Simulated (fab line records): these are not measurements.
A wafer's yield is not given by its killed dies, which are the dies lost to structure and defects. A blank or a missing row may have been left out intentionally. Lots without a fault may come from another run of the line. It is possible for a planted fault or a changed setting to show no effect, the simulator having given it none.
fab line records	flow n5_finfet
[record] lots = 9	wafers = 27	last_day = 16
route steps=1938 shown BEOL_M4@1058 PASSIVATION@1936
lots with no fault: from the same line, run without faults
start_h: hours from the record's first day to the start of the lot's first wafer shown	wait_h: how many hours have passed since the lot's step before this one	" repeats the value in the row above	L1.1+2: several wafers, shown together as one row	- either no value or no given start	* or withheld: withheld	< > ~ a bound
route shown NAME@n: names a module that has steps shown in the file, with the first one's number in the route	usual: the fault-free wafers' mean and standard deviation	same: alike in all rows	chamber/n: place in a boat	sites: per-site readings	_std_site: their standard deviation	_edge_site: mean of outer sites minus mean of inner sites	radius_mm: for every site, how far away it sits from the centre of the wafer	mask NAME#n: copy n	behind: the last tool/chamber to shape the wafer	hold: why the lot was held/for how many hours/how that ended	device: the transistor (n, p or np) that didn't switch	end of line: tests of these same wafers at the route's end	a step given without rows: its recipe and nothing more	killed: at the first sort, the dies lost to defects and structure; wafer yield is something else	map: a wafer's dies, x killed, . not, _ none there
set.NAME: the run value of the setting; set.NAME@STEP: its run value at that earlier step	model.NAME: the simulator's own value behind a step, which no gauge read
route steps across a sampled set of lots; one table per step, one row per wafer
services: when a tool's chamber went out of use (start_h, in hours from the record's first day, below 0 if earlier), for how many hours, and the reason
[[steps]]
[step N5_BEOL_M4_INSPECT_30]
[recipe] mode = adi	inspect_instrument = brightfield
[usual] raw_defect_count = 406/94
lot.wafer	tool	chamber	start_h	wait_h	raw_defect_count
L848.2	defect_inspect-01	-	152.94	0.0	466
L848.3	"	-	"	"	384
L848.5	"	-	"	"	429
L853.1	defect_inspect-02	-	177.13	0.1	461
L853.2	"	-	"	"	531
L853.5	"	-	"	"	309
L855.2	defect_inspect-02	-	187.88	0.0	412
L855.4	"	-	"	"	298
L855.5	"	-	"	"	363
L854.2	defect_inspect-01	-	193.27	0.0	224
L854.3	"	-	"	"	266
L854.4	"	-	"	"	316
L863.2	defect_inspect-02	-	248.97	0.0	379
L863.3	"	-	"	"	572
L863.5	"	-	"	"	432
L864.2	defect_inspect-02	-	251.82	0.0	483
L864.3	"	-	"	"	586
L864.4	"	-	"	"	542
L865.3	defect_inspect-01	-	256.91	0.0	361
L865.4	"	-	"	"	417
L865.6	"	-	"	"	363
L866.1	defect_inspect-02	-	261.22	0.1	529
L866.2	"	-	"	"	422
L866.5	"	-	"	"	518
L868.2	defect_inspect-02	-	280.44	0.0	359
L868.3	"	-	"	"	392
L868.4	"	-	"	"	415
[step N5_BEOL_M4_STRIP_36]
[recipe] chemistry = N2/H2	power_w = 450	temp_c = 40	pressure_mtorr = 20	rf_frequency_hz = 6e+07	overash_fraction = 0.3	bias_power_w = 7	h2_frac = 0.5	n2_flow_sccm = 200	h2_flow_sccm = 200
[usual] drypump_motor_current_A = 5.5/0.49	oes_product_au = 0.78/0.076	rf_vpp_V = 59.2/1.4	showerhead_plenum_p_Torr = 2.52/0.089	throttle_valve_pct = 23.71/0.29
lot.wafer	tool	chamber	start_h	wait_h	drypump_motor_current_A	oes_product_au	rf_hours_counter_h	rf_vpp_V	showerhead_plenum_p_Torr	throttle_valve_pct
L848.2	rie_diel-03	1	155.34	0.0	4.8	0.81	92	60.8	2.45	23.15
L848.3	"	0	"	"	6.3	0.70	217	61.9	2.62	23.99
L848.5	"	3	"	"	5.8	0.97	-	59.2	2.59	23.49
L853.1	rie_diel-06	3	178.29	0.0	4.9	0.81	79	59.6	2.48	23.81
L853.2	"	0	"	"	5.1	0.73	193	61.4	2.63	24.17
L853.5	"	0	"	"	5.0	0.72	-	58.7	2.63	24.13
L855.2	rie_diel-03	1	193.81	0.0	4.8	0.80	105	58.4	2.45	23.17
L855.4	"	2	"	"	5.8	0.72	-	59.2	2.41	23.85
L855.5	"	3	"	"	5.8	0.93	-	62.9	2.58	23.53
L854.2	rie_diel-01	1	198.27	0.0	5.7	0.93	13	59.0	2.49	23.61
L854.3	"	2	"	"	5.1	0.78	119	58.5	2.67	24.02
L854.4	"	0	"	"	5.7	0.72	218	59.6	2.50	23.69
L863.2	rie_diel-03	1	252.47	0.0	4.8	0.78	121	60.1	2.44	23.14
L863.3	"	0	"	"	6.3	0.68	244	59.7	2.61	24.00
L863.5	"	0	"	"	6.2	0.68	-	59.1	2.61	24.02
L864.2	rie_diel-06	1	253.86	0.0	5.4	0.77	130	58.6	2.53	23.54
L864.3	"	3	"	"	4.9	0.78	105	60.1	2.46	23.81
L864.4	"	0	"	"	5.0	0.71	212	56.8	2.62	24.17
L865.3	rie_diel-03	1	259.19	0.0	4.8	0.77	123	57.2	2.44	23.17
L865.4	"	0	"	"	6.3	0.68	246	59.1	2.61	24.03
L865.6	"	0	"	"	6.3	0.68	-	60.2	2.61	24.01
L866.1	rie_diel-06	3	265.73	0.0	4.9	0.79	109	57.7	2.46	23.83
L866.2	"	2	"	"	5.2	0.77	144	58.0	2.45	23.95
L866.5	"	2	"	"	5.2	0.77	-	55.9	2.45	23.95
L868.2	rie_diel-03	3	283.88	0.0	5.8	0.87	52	59.7	2.57	23.56
L868.3	"	1	"	"	4.9	0.76	133	59.4	2.43	23.18
L868.4	"	2	"	"	5.8	0.68	-	58.4	2.39	23.89
[step N5_BEOL_M4_TRENCH_ETCH_37]
[recipe] chemistry = C4F6/O2	target_depth_a = 555.55	target = SiOC	time_s = 29.2	ion_energy_ev = 250	pressure_mtorr = 30	source_w = 355	bias_w = 185	Ar_flow_sccm = 300	C4F6_flow_sccm = 10	O2_flow_sccm = 10
[usual] C4F6_flow_sccm = 10.00/0.032	O2_flow_sccm = 10.00/0.03	drypump_motor_current_A = 5.5/0.49	oes_product_au = 0.78/0.074	rf_fwd_power_W = 349.4/1.9	rf_vpp_V = 667/8	showerhead_plenum_p_Torr = 2.83/0.093	throttle_valve_pct = 20.87/0.24
lot.wafer	tool	chamber	start_h	wait_h	C4F6_flow_sccm	O2_flow_sccm	drypump_motor_current_A	oes_product_au	rf_fwd_power_W	rf_hours_counter_h	rf_vpp_V	showerhead_plenum_p_Torr	throttle_valve_pct
L848.2	rie_diel-03	1	155.38	-	9.95	10.00	4.8	0.80	349.2	92	664	2.78	20.58
L848.3	"	0	"	"	10.03	10.00	6.2	0.70	351.4	217	669	2.92	21.03
L848.5	"	3	"	"	9.99	10.01	5.8	0.97	347.8	-	672	2.90	20.78
L853.1	rie_diel-06	3	178.33	-	-	-	-	-	-	-	-	-	-
L853.2	"	0	"	"	-	-	-	-	-	-	-	-	-
L853.5	"	0	"	"	-	-	-	-	-	-	-	-	-
L855.2	rie_diel-03	1	193.85	-	-	-	-	-	-	-	-	-	-
L855.4	"	2	"	"	-	-	-	-	-	-	-	-	-
L855.5	"	3	"	"	-	-	-	-	-	-	-	-	-
L854.2	rie_diel-01	1	198.31	-	-	-	-	-	-	-	-	-	-
L854.3	"	2	"	"	-	-	-	-	-	-	-	-	-
L854.4	"	0	"	"	-	-	-	-	-	-	-	-	-
L863.2	rie_diel-03	1	252.51	-	9.98	9.99	4.8	0.77	351.3	121	664	2.77	20.62
L863.3	"	0	"	"	10.04	9.99	6.3	0.68	352.8	244	668	2.91	21.06
L863.5	"	0	"	"	10.07	10.01	6.3	0.69	351.1	-	667	2.91	21.06
L864.2	rie_diel-06	1	253.90	-	9.98	9.99	5.3	0.76	348.5	130	678	2.87	20.98
L864.3	"	3	"	"	9.95	10.07	4.9	0.78	351.2	105	674	2.74	20.48
L864.4	"	0	"	"	10.00	10.01	5.1	0.71	349.7	212	651	2.92	21.11
L865.3	rie_diel-03	1	259.23	-	9.99	9.98	4.8	0.77	348.9	123	664	2.76	20.60
L865.4	"	0	"	"	10.02	9.97	6.3	0.69	352.9	246	667	2.91	21.06
L865.6	"	0	"	"	9.98	9.94	6.2	0.69	353.5	-	667	2.91	21.06
L866.1	rie_diel-06	3	265.77	-	10.05	10.01	4.9	0.78	350.6	109	674	2.74	20.50
L866.2	"	2	"	"	9.95	10.06	5.2	0.77	347.8	144	675	2.73	20.95
L866.5	"	2	"	"	9.95	9.98	5.1	0.77	348.7	-	671	2.73	20.95
L868.2	rie_diel-03	3	283.92	-	9.99	10.02	5.8	0.87	346.0	52	671	2.88	20.83
L868.3	"	1	"	"	10.01	9.98	4.8	0.76	349.1	133	665	2.76	20.63
L868.4	"	2	"	"	9.93	9.98	5.8	0.68	349.6	-	666	2.71	21.15
[step N5_BEOL_M4_STRIP_97]
[recipe] chemistry = N2/H2	time_s = 10	power_w = 450	temp_c = 40	pressure_mtorr = 20	rf_frequency_hz = 6e+07	bias_power_w = 7	n2_flow_sccm = 200	h2_flow_sccm = 200
[usual] drypump_motor_current_A = 5.5/0.49	oes_product_au = 0.79/0.077	rf_vpp_V = 59.0/0.79	showerhead_plenum_p_Torr = 2.52/0.089	throttle_valve_pct = 23.71/0.29
lot.wafer	tool	chamber	start_h	wait_h	drypump_motor_current_A	oes_product_au	rf_hours_counter_h	rf_vpp_V	showerhead_plenum_p_Torr	throttle_valve_pct
L848.2	rie_diel-03	1	-	-	4.8	0.81	92	59.1	2.45	23.14
L848.3	"	0	"	"	6.3	0.71	218	59.0	2.62	24.00
L848.5	"	3	"	"	5.8	0.98	-	58.7	2.59	23.49
L853.1	rie_diel-06	3	-	-	4.9	0.82	79	58.9	2.47	23.79
L853.2	"	0	"	"	5.1	0.73	193	60.2	2.63	24.16
L853.5	"	0	"	"	5.1	0.73	-	59.7	2.63	24.17
L855.2	rie_diel-03	1	-	-	4.8	0.80	105	59.1	2.45	23.15
L855.4	"	2	"	"	5.8	0.71	-	58.4	2.40	23.84
L855.5	"	3	"	"	5.8	0.94	-	58.8	2.58	23.49
L854.2	rie_diel-01	1	-	-	5.8	0.93	13	58.0	2.49	23.62
L854.3	"	2	"	"	5.2	0.78	119	59.0	2.67	24.02
L854.4	"	0	"	"	5.6	0.72	218	60.6	2.50	23.67
L863.2	rie_diel-03	1	-	-	4.8	0.78	121	58.3	2.44	23.18
L863.3	"	0	"	"	6.3	0.68	244	58.7	2.61	24.01
L863.5	"	0	"	"	6.3	0.68	-	58.8	2.61	24.02
L864.2	rie_diel-06	1	-	-	5.4	0.77	130	57.2	2.53	23.56
L864.3	"	3	"	"	4.9	0.79	106	58.0	2.46	23.83
L864.4	"	0	"	"	5.1	0.71	212	59.6	2.62	24.20
L865.3	rie_diel-03	1	-	-	4.8	0.78	124	58.9	2.44	23.19
L865.4	"	0	"	"	6.3	0.69	246	60.4	2.61	24.03
L865.6	"	0	"	"	6.3	0.68	-	57.5	2.61	24.02
L866.1	rie_diel-06	3	-	-	4.9	0.78	109	58.5	2.46	23.82
L866.2	"	2	"	"	5.2	0.76	144	58.9	2.45	23.94
L866.5	"	2	"	"	5.2	0.77	-	58.9	2.45	23.96
L868.2	rie_diel-03	3	-	-	5.8	0.88	52	58.8	2.57	23.53
L868.3	"	1	"	"	4.8	0.77	134	58.6	2.44	23.18
L868.4	"	2	"	"	5.8	0.69	-	59.0	2.39	23.89
[step N5_BEOL_M4_OCD_MEAS_38]
[usual] trench_depth_nm = 55.3/0.9
lot.wafer	tool	chamber	start_h	wait_h	trench_depth_nm
L848.2	ocd-02	-	155.54	-	55.2
L848.3	"	-	"	"	55.6
L848.5	"	-	"	"	55.9
L853.1	ocd-02	-	178.49	-	0.1
L853.2	"	-	"	"	0.2
L853.5	"	-	"	"	0
L855.2	ocd-01	-	194.00	-	0
L855.4	"	-	"	"	0.1
L855.5	"	-	"	"	0
L854.2	ocd-01	-	198.46	-	0.1
L854.3	"	-	"	"	0
L854.4	"	-	"	"	0
L863.2	ocd-02	-	252.66	-	54.6
L863.3	"	-	"	"	55.9
L863.5	"	-	"	"	56.2
L864.2	ocd-02	-	254.05	-	55.6
L864.3	"	-	"	"	54.4
L864.4	"	-	"	"	55.6
L865.3	ocd-02	-	259.39	-	54.9
L865.4	"	-	"	"	56.5
L865.6	"	-	"	"	56.3
L866.1	ocd-01	-	265.92	-	54.2
L866.2	"	-	"	"	56.1
L866.5	"	-	"	"	56.4
L868.2	ocd-01	-	284.08	-	56.1
L868.3	"	-	"	"	54.2
L868.4	"	-	"	"	55.1
[step N5_BEOL_M4_RC_MEAS_101]
[usual] DIBL_N = 36.3/1.7	DIBL_P = 36.5/1.8	IOFF_N = 0.16/0.033	IOFF_P = 0.21/0.037	ION_N = 675/11	ION_P = 462/7.9	SS_N = 71.6/0.64	SS_P = 73.3/0.68	VT_N = 249/3.3	VT_P = -250/3.3
lot.wafer	tool	chamber	start_h	wait_h	DIBL_N[mV/V]	DIBL_P[mV/V]	IOFF_N[nA/um]	IOFF_P[nA/um]	ION_N[uA/um]	ION_P[uA/um]	SS_N[mV/dec]	SS_P[mV/dec]	VT_N[mV]	VT_P[mV]
L848.2	prober-01	0	159.47	0.2	35.4	36.0	0.14	0.19	666	457	71.4	73.2	253	-255
L848.3	"	0	"	"	35.3	36.6	0.15	0.20	684	469	71.6	73.9	249	-252
L848.5	"	0	"	"	34.9	36.1	0.15	0.19	678	466	71.6	73.7	253	-252
L863.2	prober-02	0	256.66	0.2	37.0	36.3	0.17	0.24	677	463	71.6	73.4	249	-248
L863.3	"	0	"	"	38.1	37.1	0.19	0.24	675	462	72.2	73.7	248	-246
L863.5	"	0	"	"	39.1	38.9	0.21	0.27	686	465	72.7	73.8	248	-248
L864.2	prober-02	0	258.71	0.2	38.3	38.1	0.17	0.20	681	455	72.2	74.4	250	-254
L864.3	"	0	"	"	37.4	36.6	0.15	0.19	660	457	72.0	73.6	252	-255
L864.4	"	0	"	"	39.3	38.4	0.17	0.20	661	450	73.0	73.8	251	-253
L865.3	prober-02	0	264.16	0.3	37.3	35.4	0.16	0.22	675	466	71.4	72.8	247	-246
L865.4	"	0	"	"	35.6	34.2	0.15	0.22	703	481	71.4	72.5	246	-244
L865.6	"	0	"	"	35.4	34.3	0.14	0.21	677	469	71.2	72.8	249	-245
L866.1	prober-02	0	270.29	0.0	37.0	38.3	0.22	0.22	705	462	72.0	73.2	243	-251
L866.2	"	0	"	"	38.2	39.1	0.23	0.23	686	456	72.5	73.7	244	-248
L866.5	"	0	"	"	37.9	38.9	0.24	0.23	683	458	72.2	73.6	240	-250
L868.2	prober-02	0	288.09	0.2	33.4	33.1	0.13	0.17	682	465	71.4	72.7	251	-254
L868.3	"	0	"	"	35.3	34.8	0.16	0.19	677	462	71.3	73.6	247	-251
L868.4	"	0	"	"	34.3	33.9	0.14	0.18	672	459	71.9	73.2	250	-252
[step N5_PASSIVATION_PROBE_49]
[usual] defect_limited_yield = 91.3/1.5	killed_at_M0_to_M3 = 34/9.4	killed_at_M4_up = 13/5.3	killed_at_contacts = 13/5.7	killed_at_front_end = 40/10	killed_at_other = 3.7/2.8	killed_dies = 103/17	killed_on_rim = 13/4.2	killed_open = 67/13	killed_short = 35/8.5	sort_bin_5_function = 5.0/0.98	sort_bin_6_memory = 3.3/0.7	sort_n_pass = 1077/17	sort_yield_pct = 91.3/1.5
[same] gross_dies = 1180	killed_at_back_side = 0	sort_bin_4_leakage[%] = 0	sort_bin_8_speed[%] = 0
lot.wafer	tool	chamber	start_h	wait_h	defect_limited_yield[%]	killed_at_M0_to_M3	killed_at_M4_up	killed_at_contacts	killed_at_front_end	killed_at_other	killed_dies	killed_on_rim	killed_open	killed_short	sort_bin_5_function[%]	sort_bin_6_memory[%]	sort_n_pass	sort_yield_pct[%]
L853.1	prober-01	-	289.51	0.0	0	43	1081	21	31	4	1180	152	68	33	96.0	3.3	0	0
L853.2	prober-01	-	289.56	0.1	0	36	1086	12	43	3	1180	152	66	34	96.3	3.1	0	0
L853.5	prober-01	-	289.71	0.2	0	37	1095	7	37	4	1180	152	56	36	96.1	3.2	0	0
L855.2	prober-02	-	303.59	0.1	0	43	1074	14	46	3	1180	152	78	37	95.7	4.2	0	0
L855.4	prober-02	-	303.69	0.2	0	39	1088	12	36	5	1180	152	69	35	96.3	3.6	0	0
L855.5	prober-02	-	303.74	0.2	0	40	1094	10	33	3	1180	152	71	24	96.5	3.2	0	0
L854.2	prober-01	-	307.64	0.1	0	31	1066	22	56	5	1180	152	90	40	95.1	4.7	0	0
L854.3	prober-01	-	307.69	0.1	0	31	1106	12	23	8	1180	152	60	26	97.4	2.3	0	0
L854.4	prober-01	-	307.74	0.2	0	40	1067	9	61	3	1180	152	80	37	94.7	4.1	0	0
L865.3	prober-02	-	365.44	0.1	91.2	42	21	1	35	5	104	14	82	22	4.9	3.9	1076	91.2
L865.4	prober-02	-	365.49	0.2	92.2	26	14	17	34	1	92	11	62	30	4.4	3.0	1088	92.2
L865.6	prober-02	-	365.59	0.3	93.9	39	5	5	19	4	72	6	54	17	3.8	1.9	1108	93.9
L864.2	prober-02	-	370.13	0.2	89.7	28	17	12	57	7	121	10	76	35	5.1	4.2	1059	89.7
L864.3	prober-02	-	370.18	0.3	92.0	42	13	2	32	5	94	13	70	24	4.6	3.0	1086	92.0
L864.4	prober-02	-	370.23	0.3	93.5	31	10	3	31	2	77	15	48	27	3.9	2.3	1103	93.5
// killed by level:class
L853.1 BEOL_M4:area_etch=1072 MOL_CONTACT_COAG:geometric_particle:open=18 BEOL_M0_SAQP:geometric_particle:open=11 BEOL_M0_SAQP:geometric_particle:short=9 STI_FIN_REVEAL:geometric_particle:open=9 FIN_SAQP:geometric_particle:short=7 BEOL_M0:geometric_particle:open=6 HKMG_FIN:area_etch=6
L853.2 BEOL_M4:area_etch=1079 STI_FIN_REVEAL:geometric_particle:open=10 MOL_CONTACT_COAG:geometric_particle:open=10 BEOL_M2:geometric_particle:open=9 BEOL_M3:geometric_particle:open=9 FIN_SAQP:geometric_particle:short=7 FIN_SAQP:geometric_particle:open=5 GATE_CUT:geometric_particle:short=5
L853.5 BEOL_M4:area_etch=1084 STI_FIN_REVEAL:geometric_particle:open=12 FIN_SAQP:geometric_particle:short=10 BEOL_M0_SAQP:geometric_particle:short=8 FIN_SAQP:geometric_particle:open=7 MOL_CONTACT_COAG:geometric_particle:open=7 BEOL_M2:geometric_particle:open=7 BEOL_M0_SAQP:geometric_particle:open=6
L855.2 BEOL_M4:area_etch=1065 STI_FIN_REVEAL:geometric_particle:open=14 MOL_CONTACT_COAG:geometric_particle:open=12 BEOL_M0_SAQP:geometric_particle:open=11 DUMMY_GATE:geometric_particle:open=9 BEOL_M0_SAQP:geometric_particle:short=8 BEOL_M3:geometric_particle:open=8 GATE_CUT:geometric_particle:short=7
L855.4 BEOL_M4:area_etch=1075 BEOL_M0_SAQP:geometric_particle:open=14 BEOL_M0_SAQP:geometric_particle:short=11 MOL_CONTACT_COAG:geometric_particle:open=8 FIN_SAQP:geometric_particle:open=7 DUMMY_GATE:geometric_particle:open=7 BEOL_M4:geometric_particle:open=7 FIN_SAQP:geometric_particle:short=6
L855.5 BEOL_M4:area_etch=1085 BEOL_M0_SAQP:geometric_particle:open=12 DUMMY_GATE:geometric_particle:open=9 MOL_CONTACT_COAG:geometric_particle:open=8 BEOL_M3:geometric_particle:open=8 BEOL_M1:geometric_particle:open=6 STI_FIN_REVEAL:geometric_particle:open=5 BEOL_M0_SAQP:geometric_particle:short=5
L854.2 BEOL_M4:area_etch=1050 MOL_CONTACT_COAG:geometric_particle:open=17 FIN_SAQP:geometric_particle:open=11 STI_FIN_REVEAL:geometric_particle:open=10 BEOL_M1:geometric_particle:open=10 FIN_SAQP:geometric_particle:short=8 BEOL_M4:geometric_particle:open=8 GATE_CUT:geometric_particle:short=6
L854.3 BEOL_M4:area_etch=1092 MOL_CONTACT_COAG:geometric_particle:open=10 FIN_SAQP:geometric_particle:open=6 BEOL_M2:geometric_particle:open=6 BEOL_M1:geometric_particle:open=5 BEOL_M0_SAQP:geometric_particle:open=5 BEOL_M0_SAQP:geometric_particle:short=4 BEOL_M4:geometric_particle:open=4
L854.4 BEOL_M4:area_etch=1059 STI_FIN_REVEAL:geometric_particle:open=16 FIN_SAQP:geometric_particle:open=15 FIN_SAQP:geometric_particle:short=11 MOL_CONTACT_COAG:geometric_particle:open=9 BEOL_M1:geometric_particle:open=9 BEOL_M1:geometric_particle:short=7 BEOL_M0_SAQP:geometric_particle:open=6
L865.3 BEOL_M3:geometric_particle:open=17 BEOL_M4:geometric_particle:open=14 STI_FIN_REVEAL:geometric_particle:open=12 BEOL_M2:geometric_particle:open=6 FIN_SAQP:geometric_particle:open=5 DUMMY_GATE:geometric_particle:open=5 BEOL_M0_SAQP:geometric_particle:short=5 BEOL_M1:geometric_particle:open=5
L865.4 MOL_CONTACT_COAG:geometric_particle:open=12 BEOL_M3:geometric_particle:open=9 STI_FIN_REVEAL:geometric_particle:open=7 BEOL_M0_SAQP:geometric_particle:short=7 GATE_CUT:geometric_particle:short=6 BEOL_M4:geometric_particle:open=6 FIN_SAQP:geometric_particle:open=5 MOL_CONTACT_COAG:geometric_particle:short=5
L865.6 BEOL_M3:geometric_particle:open=12 BEOL_M2:geometric_particle:open=7 MOL_CONTACT_COAG:geometric_particle:open=5 STI_FIN_REVEAL:geometric_particle:open=4 BEOL_M0_SAQP:geometric_particle:open=4 BEOL_M0:geometric_particle:open=4 BEOL_M1:geometric_particle:open=4 GATE_CUT:geometric_particle:short=3
L864.2 FIN_SAQP:geometric_particle:open=15 MOL_CONTACT_COAG:geometric_particle:open=9 BEOL_M2:geometric_particle:open=9 HKMG_FIN:area_etch=9 DUMMY_GATE:geometric_particle:open=8 BEOL_M0_SAQP:geometric_particle:short=7 BEOL_M4:geometric_particle:open=7 STI_FIN_REVEAL:geometric_particle:open=5
L864.3 BEOL_M4:geometric_particle:open=10 FIN_SAQP:geometric_particle:open=9 DUMMY_GATE:geometric_particle:open=9 BEOL_M0_SAQP:geometric_particle:short=9 BEOL_M1:geometric_particle:open=7 BEOL_M3:geometric_particle:open=7 BEOL_M0_SAQP:geometric_particle:open=6 BEOL_M2:geometric_particle:open=6
L864.4 FIN_SAQP:geometric_particle:open=10 BEOL_M0_SAQP:geometric_particle:short=9 DUMMY_GATE:geometric_particle:open=7 BEOL_M0_SAQP:geometric_particle:open=7 BEOL_M3:geometric_particle:open=7 BEOL_M4:geometric_particle:open=7 FIN_SAQP:geometric_particle:short=3 DUMMY_GATE:geometric_particle:short=3
[[services]]
tool	chamber	start_h	hours	kind
rie_diel-03	2	140.46	3.9	repair
rie_diel-01	1	146.78	-	clean
rie_diel-01	1	146.78	-	consumable_replace:focus_ring
rie_diel-01	1	146.78	13.0	scheduled_down
rie_diel-01	1	146.78	13.0	vent_cycle
rie_diel-03	0	187.82	10.9	repair
rie_diel-06	0	188.36	17.2	repair
rie_diel-03	1	213.27	14.2	repair
rie_diel-03	0	218.88	6.2	repair
rie_diel-06	1	254.91	6.7	repair
rie_diel-06	3	258.08	2.7	repair
rie_diel-03	0	272.04	-	clean
rie_diel-03	0	272.04	-	consumable_replace:focus_ring
rie_diel-03	0	272.04	22.2	scheduled_down
rie_diel-03	0	272.04	22.2	vent_cycle
[[key]]
[first_sign] step = N5_BEOL_M4_TRENCH_ETCH_37	reading = tool_record	direction = missing
[effect] step = N5_BEOL_M4_OCD_MEAS_38	reading = trench_depth_nm	direction = down	sigmas = 62	usual = 55.3	struck = 0.1
[effect] step = N5_PASSIVATION_PROBE_49	reading = killed_at_M4_up	direction = up	sigmas = 99+	usual = 13	struck = 1084
[more_kills_born_at] N5_BEOL_M4_TRENCH_ETCH_37@rie_diel-06 = 3235	N5_BEOL_M4_TRENCH_ETCH_37@rie_diel-03 = 3225	N5_BEOL_M4_TRENCH_ETCH_37@rie_diel-01 = 3201
met_at N5_BEOL_M4_TRENCH_ETCH_37
struck_lots L853,L854,L855
later_rows_left_out L853.1,L853.2,L853.5,L854.2,L854.3,L854.4,L855.2,L855.4,L855.5
not_acting_at N5_BEOL_M4_INSPECT_30,N5_BEOL_M4_STRIP_36,N5_BEOL_M4_STRIP_97
onset_between 155.38 178.33
[fault] kind = skipped_step_whole	tool = rie_diel-01,rie_diel-03,rie_diel-06	chamber = -	onset_h = 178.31	steps = N5_BEOL_M4_TRENCH_ETCH_37	scope = struck_lots_only
// later_rows_left_out: the simulator's readings of these wafers behind a module that went badly wrong aren't trusted and aren't shown, but for the sort
